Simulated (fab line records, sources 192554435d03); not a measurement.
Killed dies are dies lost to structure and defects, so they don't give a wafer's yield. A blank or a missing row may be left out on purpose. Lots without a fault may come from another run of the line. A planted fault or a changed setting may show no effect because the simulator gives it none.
Chamber matching | flow n5_finfet | N5_BEOL_M7_CURE_74 on uv_cure-02: 3 sister chambers
The step cures SiCOH lowk, time 240 s. 6 wafers are shown with their chamber, then 7 later ones without.

WAFERS WITH THEIR CHAMBER
wafer  | chamber | wafer_temp_C_max | lamp_power_pct (%)
L087.4 | 1       | 386.7            | 52.36
L087.5 | 1       | 386.4            | 52.34
L088.3 | 0       | 386.6            | 52.28
L088.6 | 0       | 387.0            | 52.22
L092.4 | 2       | 388.5            | 52.30
L092.5 | 2       | 387.9            | 52.39

WAFERS WITHOUT THEIR CHAMBER
wafer  | wafer_temp_C_max | lamp_power_pct (%)
L092.6 | 388.2            | 52.33
L095.1 | 385.7            | 52.30
L095.4 | 385.8            | 52.37
L095.5 | 386.7            | 52.30
L095.2 | 386.2            | 52.29
L095.3 | 385.9            | 52.35
L095.6 | 386.2            | 52.30

WHICH CHAMBER EACH WENT THROUGH
wafer  | from the rows above     | in truth
L092.6 | 2                       | 2
L095.1 | can't be placed: 1 or 0 | 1
L095.4 | can't be placed: 1 or 0 | 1
L095.5 | can't be placed: 0 or 1 | 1
L095.2 | can't be placed: 1 or 0 | 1
L095.3 | can't be placed: 1 or 0 | 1
L095.6 | can't be placed: 1 or 0 | 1
Placed correctly: 1 of 7. Can't be placed from these rows: 6 (the true chamber is among the candidates in 6). Placed wrongly: 0.
How it was worked out, from the rows above alone: a wafer's distance from a chamber is the root of the sum, over the readings, of the square of ((its reading less the chamber's mean) divided by the reading's scatter). The wafer belongs to the nearest chamber; if the next one is less than 2 further off, it can't be placed. A chamber's mean is the mean of its shown wafers. The scatter: the root of (the sum of the squares of (reading less its chamber's mean) over the shown wafers, divided by (wafers less chambers)).
